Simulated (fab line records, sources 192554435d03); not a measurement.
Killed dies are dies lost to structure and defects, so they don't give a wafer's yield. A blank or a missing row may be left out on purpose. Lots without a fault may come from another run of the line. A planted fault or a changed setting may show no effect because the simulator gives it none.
fab line records | flow n5_finfet
record lots=3 wafers=9 last_day=17
route steps=1938 shown BEOL_M2@916 BEOL_M3@931 BEOL_M4@1111
lots that met no fault: from a run of the same line without faults
start_h: hours from the record's first day to the start of the lot's first wafer shown | wait_h: hours since the lot's step before | " the same as in the row above | L1.1+2: a row that stands for several wafers | - no value, or no start given | * or withheld: withheld | < > ~ a bound
route shown NAME@n: a module of which the file shows steps, and the number in the route of the first | usual: mean/standard deviation of fault-free wafers | same: alike in all rows | chamber/n: place in a boat | sites: the reading at each site | _std_site: their standard deviation | _edge_site: outer sites' mean less inner sites' | radius_mm: how far each site lies from the wafer's centre | mask NAME#n: copy n | behind: the tool/chamber that last shaped the wafer | hold: why the lot was held/for how many hours/how that ended | device: the transistor (n, p or np) that didn't switch | end of line: the same wafers' tests at the end of the route | a step without rows: its recipe alone | killed: dies lost to structure and defects at the first sort, not the wafer's yield | map: a wafer's dies, x killed, . not, _ none there
set.NAME: the setting as run; set.NAME@STEP: as run at that earlier step | model.NAME: the simulator's own value behind a step, which no gauge read
lots at some steps of the route; a table a step, a row a wafer
services: from which hour (start_h, from the record's first day; less than 0 if before it) a tool's chamber was out of use, for how many hours, and why
## steps
# step N5_BEOL_M2_SPUTTER_92
# recipe material=Cu target_thk_a=45 temp_c=-20 chamber_pressure_pa=0.07 power_w=withheld time_s=8.29
# step N5_BEOL_M2_ANNEAL_93
# recipe temp_c=400 time_s=240 ambient=vacuum
# step N5_BEOL_M2_SPUTTER_94
# recipe material=Cu target_thk_a=45 temp_c=-20 chamber_pressure_pa=0.07 power_w=withheld time_s=8.29
# step N5_BEOL_M2_ANNEAL_95
# recipe temp_c=400 time_s=240 ambient=vacuum
# step N5_BEOL_M2_SPUTTER_96
# recipe material=Cu target_thk_a=45 temp_c=-20 chamber_pressure_pa=0.07 power_w=withheld time_s=8.29
# step N5_BEOL_M2_ECD_50
# recipe material=Cu target_thk_a=3000
# step N5_BEOL_M2_ANNEAL_51
# recipe temp_c=225 time_s=90 ambient=N2
# step N5_BEOL_M2_CMP_52
# recipe stop_on=SiOC t_overpolish_s=6.8 down_force_psi=1 platen_rpm=50 clearing_platen_down_force_psi=1.5 clearing_platen_rpm=50 post_cmp_clean=cu_alkaline target_thk_nm=40 clearing_platen_pad_velocity_m_s=0.99484 pad_velocity_m_s=0.99484
# step N5_BEOL_M2_PRE_CLEAN_60
# recipe gas=NH3/H2 time_s=15 temp_c=* rf_power_w=300
# step N5_BEOL_M2_CO_CAP_55
# recipe material=Co target_thk_a=20 temp_c=200 precursor=CCTBA/H2 pressure_torr=30 time_s=102.1
# step N5_BEOL_M2_PRE_CLEAN_56
# recipe gas=NH3 time_s=15 temp_c=withheld rf_power_w=300
# step N5_BEOL_M2_DEP_57
# recipe material=SiCN target_thk_a=80 temp_c=withheld precursor=3MS/NH3 pressure_torr=3 rf_w=202 time_s=14
# usual showerhead_plenum_p_Torr=3.665/0.016 throttle_valve_pct=9.1/0.44
# columns lot.wafer tool chamber start_h wait_h showerhead_plenum_p_Torr throttle_valve_pct model.SiCN_of_BEOL_M2_DEP_57.thk_nm
L218.3 pecvd-04 0 196.51 0.0 3.659 9.3 8
L218.5 " 2 " " 3.669 8.6 8.2
L218.6 " 1 " " 3.680 8.7 3.2
L229.1 pecvd-04 1 262.59 0.0 3.676 8.8 8
L229.5 " 0 " " 3.663 9.4 8.2
L229.6 " 2 " " 3.672 8.5 8.2
L231.1 pecvd-02 1 278.25 0.0 3.644 9.6 8
L231.4 " 1 " " 3.648 9.5 8.2
L231.5 " 1 " " 3.652 9.6 8
# step N5_BEOL_M3_ILD_DEP_00
# recipe material=SiOC target_thk_a=790 temp_c=350 precursor=DEMS/O2 pressure_torr=5 rf_w=500 time_s=15.3
# step N5_BEOL_M3_PECVD_72
# recipe material=SiO2 target_thk_a=160 temp_c=400 precursor=TEOS/O2 pressure_torr=5.5 rf_w=450 teos_flow_sccm=53.8 gas=O2 flow_sccm=3000 time_s=18
# step N5_BEOL_M3_HM_DEP_02
# recipe material=TiN target_thk_a=200 temp_c=25 chamber_pressure_pa=0.49996
# step N5_BEOL_M3_COAT_61
# recipe resist=SOC temp_c=250 time_s=60 spin_rpm=1500 resist_thk_nm=60
# step N5_BEOL_M3_COAT_62
# recipe resist=SiARC temp_c=220 time_s=60 spin_rpm=1500 resist_thk_nm=12
# step N5_BEOL_M3_COAT_73
# recipe resist=underlayer temp_c=205 time_s=60 spin_rpm=1500 resist_thk_nm=5
# step N5_BEOL_M3_COAT_05
# recipe resist=CAR-EUV spin_rpm=1500 resist_thk_nm=30
# step N5_BEOL_M3_EBR_07
# recipe solvent=PGMEA ebr_width_mm=1.5
# step N5_BEOL_M3_SOFTBAKE_06
# recipe temp_c=110 time_s=60 resist=CAR-EUV
# step N5_BEOL_M3_EXPOSE_08
# recipe mask_id=M3 na=0.33 source_shape=dipole sigma_inner=0.369 sigma_outer=0.767 polarization=unpolarized dose_mj=33
# step N5_BEOL_M3_PEB_09
# recipe peb_temp_c=100 peb_time_s=60 resist=CAR-EUV
# step N5_BEOL_M3_DEVELOP_10
# recipe develop_time_s=30 developer=TMAH resist=CAR-EUV rinse_liquid=surfactant_rinse dry=air_spin dev_temp_c=23
# step N5_BEOL_M3_DESCUM_16
# recipe chemistry=O2 time_s=7 source_power_w=50 bias_power_w=20 pressure_mtorr=20 rf_frequency_hz=2.712e+07 temp_c=40 resist=CAR-EUV o2_flow_sccm=225
# step N5_BEOL_M3_ETCH_74
# recipe chemistry=N2/H2 target=underlayer target_depth_a=65 mask_material=CAR-EUV time_s=5.2 ion_energy_ev=200 pressure_mtorr=30 source_w=840 bias_w=150 n2_flow_sccm=200 h2_flow_sccm=200 ends=cleared
# step N5_BEOL_M3_ETCH_63
# recipe chemistry=CF4 target=SiARC target_depth_a=156 mask_material=CAR-EUV time_s=26 ion_energy_ev=80 pressure_mtorr=40 source_w=545 bias_w=36 Ar_flow_sccm=100 cf4_flow_sccm=100 ends=cleared
# step N5_BEOL_M3_ETCH_64
# recipe chemistry=N2/H2 target=SOC target_depth_a=750 overetch_a=150 mask_material=SiARC temp_c=40 time_s=112.5 ion_energy_ev=200 pressure_mtorr=30 source_w=840 bias_w=150 n2_flow_sccm=200 h2_flow_sccm=200
# step N5_BEOL_M3_STRIP_65
# recipe chemistry=N2/H2 temp_c=40 n2_flow_sccm=200 h2_flow_sccm=200 rf_frequency_hz=6e+07
# step N5_BEOL_M3_STRIP_75
# recipe chemistry=N2/H2 temp_c=40 n2_flow_sccm=200 h2_flow_sccm=200 rf_frequency_hz=6e+07
# step N5_BEOL_M3_STRIP_66
# recipe chemistry=CF4 resist=SiARC power_w=300 bias_power_w=75 pressure_mtorr=50 cf4_flow_sccm=150 rf_frequency_hz=6e+07
# step N5_BEOL_M3_HM_OPEN_17
# recipe chemistry=Cl2/BCl3 target_depth_a=200 overetch_a=60 target=TiN mask_material=SOC ion_energy_ev=150 pressure_mtorr=10 icp_w=1000 bias_w=126 Cl2_flow_sccm=53.25 bcl3_flow_sccm=21.75 Ar_flow_sccm=25
# step N5_BEOL_M3_STRIP_19
# recipe chemistry=O2 power_w=400 temp_c=40 pressure_mtorr=30 rf_frequency_hz=6e+07 bias_power_w=0 overash_fraction=0.2 o2_flow_sccm=225
# step N5_BEOL_M3_COAT_67
# recipe resist=SOC temp_c=250 time_s=60 spin_rpm=1500 resist_thk_nm=60
# step N5_BEOL_M3_CMP_52
# recipe stop_on=SiOC t_overpolish_s=6.8 down_force_psi=1 platen_rpm=50 clearing_platen_down_force_psi=1.5 clearing_platen_rpm=50 post_cmp_clean=cu_alkaline target_thk_nm=40 clearing_platen_pad_velocity_m_s=0.99484 pad_velocity_m_s=0.99484
# usual barrier_field_endpoint_s=24.7/0.52 clearing_platen_down_force_psi=1.5001/0.0027 motor_current_A=6.1/0.65 overpolish_run_s=6.800/0.0085 time_to_endpoint_s=61.5/2.1
# columns lot.wafer tool chamber start_h wait_h barrier_field_endpoint_s clearing_platen_down_force_psi motor_current_A overpolish_run_s time_to_endpoint_s model.Cu_of_BEOL_M3_ECD_50.thk_nm
L218.3 cmp-04 3 202.05 0.2 24.1 1.4983 6.4 6.804 60.1 39.2
L218.5 " 3 " " 25.2 1.5001 6.0 6.791 65.6 40.2
L218.6 " 0 " " 25.3 1.5001 6.1 6.796 62.0 34.4
L229.1 cmp-02 0 274.80 0.3 23.9 1.4953 6.1 6.793 58.4 38
L229.5 " 0 " " 24.3 1.5015 5.6 6.812 58.3 41.2
L229.6 " 1 " " 24.7 1.4968 5.8 6.795 61.1 40.4
L231.4 cmp-02 1 288.02 0.1 25.0 1.5034 5.7 6.802 61.1 41.6
L231.1 " 3 " " 24.7 1.5020 6.6 6.809 61.0 40.2
L231.5 " 2 " " 24.7 1.5039 5.5 6.801 60.0 41.2
# step N5_BEOL_M3_THK_MEAS_53
# recipe thk_meas_gauge=xrf reads=Cu_of_BEOL_M3_ECD_50
# usual M3_THK=39.0/1.3
# columns lot.wafer tool chamber start_h wait_h M3_THK[nm]
L218.3 film_metro-02 - 202.35 - 38.8
L218.5 " - " " 39.7
L218.6 " - " " 34.1
L229.1 film_metro-01 - 275.09 - 37.6
L229.5 " - " " 40.7
L229.6 " - " " 39.9
L231.1 film_metro-01 - 288.31 - 39.2
L231.4 " - " " 40.5
L231.5 " - " " 40.2
# step N5_BEOL_M3_RS_MEAS_58
# recipe thk_meas_gauge=four-point-probe reads=Co_of_BEOL_M3_CO_CAP_55+Cu_of_BEOL_M3_ECD_50+Co_of_BEOL_M3_CVD_47+TaN_of_BEOL_M3_ALD_84
# usual M3_RS=0.673/0.029
# columns lot.wafer tool chamber start_h wait_h M3_RS[ohm/sq]
L218.3 film_metro-01 - 202.61 0.1 0.683
L218.5 " - " " 0.662
L218.6 " - " " 0.812
L229.1 film_metro-01 - 275.35 0.0 0.713
L229.5 " - " " 0.644
L229.6 " - " " 0.659
L231.1 film_metro-02 - 288.57 0.0 0.663
L231.4 " - " " 0.636
L231.5 " - " " 0.643
# step N5_BEOL_M4_RC_MEAS_101
# usual DIBL_N=36.3/1 DIBL_P=36.2/1.4 IOFF_N=0.157/0.021 IOFF_P=0.206/0.025 ION_N=673/9 ION_P=461/6.4 SERP_M3=199/11 SERP_M3_max_site=210/12 SS_N=71.5/0.5 SS_P=73.2/0.47 VT_N=249.9/2.4 VT_P=-250.6/2.9
# columns lot.wafer tool chamber start_h wait_h DIBL_N[mV/V] DIBL_P[mV/V] IOFF_N[nA/um] IOFF_P[nA/um] ION_N[uA/um] ION_P[uA/um] SERP_M3[ohm/um] SERP_M3_max_site[ohm/um] SS_N[mV/dec] SS_P[mV/dec] VT_N[mV] VT_P[mV]
L218.3 prober-02 0 211.57 0.3 37.2 37.5 0.185 0.213 680 455 212 218 71.5 73.9 246.9 -251.7
L218.5 " 0 " " 35.6 35.5 0.149 0.183 675 462 198 207 71.3 73.5 248.9 -252.8
L218.6 " 0 " " 35.9 35.8 0.148 0.178 672 452 239 255 71.0 72.6 251.5 -255.5
L229.1 prober-01 0 287.14 0.7 35.0 35.7 0.142 0.211 672 465 218 229 71.1 73.6 251.9 -249.7
L229.5 " 0 " " 34.8 34.8 0.135 0.197 663 460 190 202 71.2 72.9 253.0 -250.3
L229.6 " 0 " " 34.8 35.1 0.132 0.201 666 462 204 222 71.5 73.0 251.2 -251.1
L231.1 prober-02 0 301.67 0.0 37.1 37.4 0.172 0.208 676 463 201 206 71.5 73.3 251.2 -251.8
L231.4 " 0 " " 36.7 36.5 0.165 0.203 674 458 200 215 71.5 73.2 250.1 -251.7
L231.5 " 0 " " 35.8 36.0 0.148 0.184 675 456 181 197 71.2 74.2 251.8 -252.5
# sites SERP_M3 radius_mm=0,75,75,75,75,140,140,140,140
L218.3 212 215 218 216 214 197 195 191 191
L229.1 196 215 218 216 210 229 226 227 229
L231.1 193 199 202 204 197 197 201 201 206
## services
# columns tool chamber start_h hours kind
pecvd-02 - 184.46 1.2 repair
cmp-04 - 186.11 2.3 repair
pecvd-04 - 197.88 0.6 repair
pecvd-02 2 202.38 - clean
pecvd-02 2 202.38 - consumable_replace:showerhead
pecvd-02 2 202.38 29.0 scheduled_down
pecvd-02 2 202.38 29.0 vent_cycle
pecvd-04 1 226.33 5.5 scheduled_down
cmp-02 - 238.64 4.0 pm
cmp-02 - 242.64 - consumable_replace:conditioner
cmp-02 - 242.64 - consumable_replace:pad
pecvd-02 2 256.98 2.1 scheduled_down
cmp-04 - 265.89 4.0 pm
cmp-04 - 269.89 - consumable_replace:conditioner
cmp-04 - 269.89 - consumable_replace:pad
## key
first_sign step=N5_BEOL_M3_THK_MEAS_53 reading=M3_THK direction=down sigmas=3.7 usual=39.0 struck=34.1
effect step=N5_BEOL_M3_RS_MEAS_58 reading=M3_RS direction=up sigmas=4.8 usual=0.673 struck=0.812
effect step=N5_BEOL_M4_RC_MEAS_101 reading=SERP_M3 direction=up sigmas=3.5 usual=199 struck=239
effect step=N5_BEOL_M4_RC_MEAS_101 reading=SERP_M3_max_site direction=up sigmas=3.6 usual=210 struck=255
model_effect step=N5_BEOL_M2_DEP_57 value=SiCN_of_BEOL_M2_DEP_57.thk_nm without=8.4 struck=3.2
model_effect step=N5_BEOL_M3_CMP_52 value=Cu_of_BEOL_M3_ECD_50.thk_nm without=39.6 struck=34.4
met_at N5_BEOL_M2_DEP_57
struck_wafers L218.6
fault kind=process_parameter_drift tool=pecvd-04 chamber=- onset_h=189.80 steps=N5_BEOL_M2_DEP_57 channel=time_s offset=* shape=step end_h=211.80 scope=struck_wafers_only acts_in=* stated=*
